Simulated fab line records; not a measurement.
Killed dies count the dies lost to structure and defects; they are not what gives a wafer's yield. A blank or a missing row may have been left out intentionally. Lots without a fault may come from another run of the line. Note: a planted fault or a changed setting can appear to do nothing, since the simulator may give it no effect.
Matching of chambers | flow n5-finfet | N5_BEOL_M11_DEP_56 on pecvd-02 has 3 sister chambers
The step deposits SiCN from 3MS/NH3, target thk 30 nm, time 10.5 s. 20 wafers are shown with their chamber, then 10 later ones without.

== WAFERS PAIRED WITH THEIR CHAMBERS ==
wafer  | chamber | throttle-valve-pct (%) | showerhead-plenum-p-Torr (Torr)
L075.1 | 1       | 19.0                   | 4.150
L075.2 | 0       | 16.9                   | 4.184
L075.3 | 2       | 17.8                   | 4.199
L075.4 | 0       | 17.2                   | 4.190
L075.5 | 2       | 17.8                   | 4.202
L075.6 | 1       | 19.1                   | 4.152
L076.1 | 2       | 17.7                   | 4.197
L076.2 | 0       | 16.9                   | 4.186
L076.3 | 1       | 18.9                   | 4.149
L076.4 | 0       | 17.0                   | 4.200
L076.5 | 1       | 18.7                   | 4.155
L076.6 | 2       | 17.5                   | 4.189
L074.1 | 1       | 19.2                   | 4.147
L074.3 | 0       | 17.2                   | 4.180
L074.5 | 1       | 19.0                   | 4.158
L080.2 | 0       | 17.3                   | 4.192
L080.3 | 1       | 19.1                   | 4.163
L080.6 | 1       | 19.2                   | 4.149
L089.2 | 1       | 19.0                   | 4.144
L089.5 | 2       | 17.7                   | 4.195

SIGNATURES, as means of the wafers listed above
reading                  | chamber 0 | chamber 1 | chamber 2 | scatter within a chamber
throttle-valve-pct       | 17.083    | 19.022    | 17.700    | 0.154
showerhead-plenum-p-Torr | 4.18867   | 4.15189   | 4.19640   | 0.00603
Rule: for a wafer and a chamber, the distance is found by dividing, reading by reading, the gap between the wafer's reading and the chamber's mean by the reading's scatter, squaring, summing and taking the root. If the next closest chamber is less than 2 further off than the closest, the wafer can't be placed; otherwise it belongs to the closest. The scatter is the square root of a quotient: the sum, over the shown wafers, of each reading's squared deviation from its chamber's mean, divided by wafers minus chambers.

== WAFERS WHOSE CHAMBER IS MISSING ==
wafer  | throttle-valve-pct (%) | showerhead-plenum-p-Torr (Torr)
L089.6 | 19.2                   | 4.162
L091.2 | 17.4                   | 4.191
L091.5 | 17.9                   | 4.203
L091.6 | 18.9                   | 4.162
L094.1 | 17.8                   | 4.195
L094.2 | 18.9                   | 4.154
L094.3 | 17.4                   | 4.194
L094.4 | 17.3                   | 4.202
L094.5 | 17.8                   | 4.205
L094.6 | 18.9                   | 4.157

== WHICH CHAMBER EACH WENT THROUGH ==
wafer  | from the rows above     | in truth
L089.6 | 1                       | 1
L091.2 | can't be placed: 0 or 2 | 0
L091.5 | 2                       | 2
L091.6 | 1                       | 1
L094.1 | 2                       | 2
L094.2 | 1                       | 1
L094.3 | can't be placed: 2 or 0 | 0
L094.4 | can't be placed: 0 or 2 | 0
L094.5 | 2                       | 2
L094.6 | 1                       | 1
7 of 10 placed correctly. Unplaceable from these rows: 3, with the true chamber sitting among the candidates in 3. Number placed wrongly: 0.
